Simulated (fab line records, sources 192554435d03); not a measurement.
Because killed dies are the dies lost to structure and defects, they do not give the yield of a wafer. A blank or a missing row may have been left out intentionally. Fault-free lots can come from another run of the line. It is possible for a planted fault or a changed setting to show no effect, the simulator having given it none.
Chamber matching + flow n5_finfet + cmp-04 running N5_BEOL_M10_CMP_52: 4 sister chambers
The step polishes, stops on SiCOH lowk, t overpolish 7 s, target thk 140 nm. 4 wafers are shown with their chamber, then 11 later ones without.

## WAFERS, EACH WITH ITS CHAMBER
| wafer  | chamber | motor_current_A (A) |
|--------|---------|---------------------|
| L083.6 | 2       | 6.0                 |
| L085.2 | 3       | 6.2                 |
| L085.5 | 0       | 6.4                 |
| L087.1 | 1       | 5.6                 |

## WAFERS WITHOUT THEIR CHAMBER
| wafer  | motor_current_A (A) |
|--------|---------------------|
| L087.4 | 6.2                 |
| L087.5 | 6.2                 |
| L093.1 | 5.6                 |
| L093.4 | 5.9                 |
| L093.6 | 6.0                 |
| L092.1 | 6.2                 |
| L092.3 | 5.8                 |
| L092.4 | 6.2                 |
| L097.1 | 6.3                 |
| L097.5 | 6.0                 |
| L097.6 | 6.0                 |

## WHICH CHAMBER EACH ONE RAN IN
| wafer  | from the rows above     | in truth                   |
|--------|-------------------------|----------------------------|
| L087.4 | 3                       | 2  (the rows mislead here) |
| L087.5 | 3                       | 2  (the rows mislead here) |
| L093.1 | 1                       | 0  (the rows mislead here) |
| L093.4 | 2                       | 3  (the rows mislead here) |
| L093.6 | 2                       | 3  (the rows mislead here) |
| L092.1 | 3                       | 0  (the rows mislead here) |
| L092.3 | can't be placed: 1 or 2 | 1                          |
| L092.4 | 3                       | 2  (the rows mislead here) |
| L097.1 | can't be placed: 3 or 0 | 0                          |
| L097.5 | 2                       | 2                          |
| L097.6 | 2                       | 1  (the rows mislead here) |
Correct placement for 1 of the 11. Unplaceable from these rows: 2, with the true chamber sitting among the candidates in 2. 8 placed wrongly.
How it was worked out, from the rows above alone: a wafer's distance from a chamber is the root of the sum, over the readings, of the square of ((its reading less the chamber's mean) divided by the reading's scatter). If the next closest chamber is less than 2 further off than the closest, the wafer can't be placed; otherwise it belongs to the closest. A chamber's mean is the mean of its shown wafers. The scatter (one wafer shown for each chamber): square how far every hidden wafer sits from the nearest shown wafer, average those squares and take the square root.
